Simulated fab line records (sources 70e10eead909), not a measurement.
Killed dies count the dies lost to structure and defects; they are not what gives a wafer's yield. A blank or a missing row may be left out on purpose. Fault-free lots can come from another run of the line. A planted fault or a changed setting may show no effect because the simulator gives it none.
Chamber matching ; flow nand harc ; 3 sister chambers for NHARC_P_M1_DEP_33 on pecvd-03
The step deposits SiCN, target thk 30 nm. 16 wafers are shown with their chamber, then 8 later ones without.

## WAFERS PAIRED WITH THEIR CHAMBERS
wafer;chamber;heater power w (W)
L077.1;1;586
L077.2;0;482
L077.5;1;561
L078.2;1;618
L078.3;0;539
L078.6;2;501
L082.1;2;501
L082.2;1;636
L082.4;0;583
L084.1;0;548
L084.2;2;494
L084.6;2;487
L085.1;1;611
L085.3;0;522
L085.6;0;519
L087.1;0;598

SIGNATURES (averages over the wafers above)
reading;chamber 0;chamber 1;chamber 2;scatter within a chamber
heater power w;541.57;602.40;495.75;31.6
Rule: a wafer lies at a distance from a chamber equal to the root of the sum of squares, over the readings, of (its reading less the chamber's mean, divided by the reading's scatter). If the next closest chamber is less than 2 further off than the closest, the wafer can't be placed; otherwise it belongs to the closest. The scatter: take each reading less its chamber's mean, square it, sum over the shown wafers, divide by the number of wafers less the number of chambers, and take the root.

## WAFERS WITH NO CHAMBER GIVEN
wafer;heater power w (W)
L087.4;507
L087.6;588
L094.1;514
L094.4;601
L094.5;530
L097.1;631
L097.3;403
L097.6;563

## THE CHAMBER EACH PASSED THROUGH
wafer;from the rows above;in truth
L087.4;can't be placed: 2 or 0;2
L087.6;can't be placed: 1 or 0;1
L094.1;can't be placed: 2 or 0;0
L094.4;can't be placed: 1 or 0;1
L094.5;can't be placed: 0 or 2 or 1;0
L097.1;can't be placed: 1 or 0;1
L097.3;can't be placed: 2 or 0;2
L097.6;can't be placed: 0 or 1 or 2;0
Correctly placed: 0 of 8. Unplaceable from these rows: 8, with the true chamber sitting among the candidates in 8. Number placed wrongly: 0.
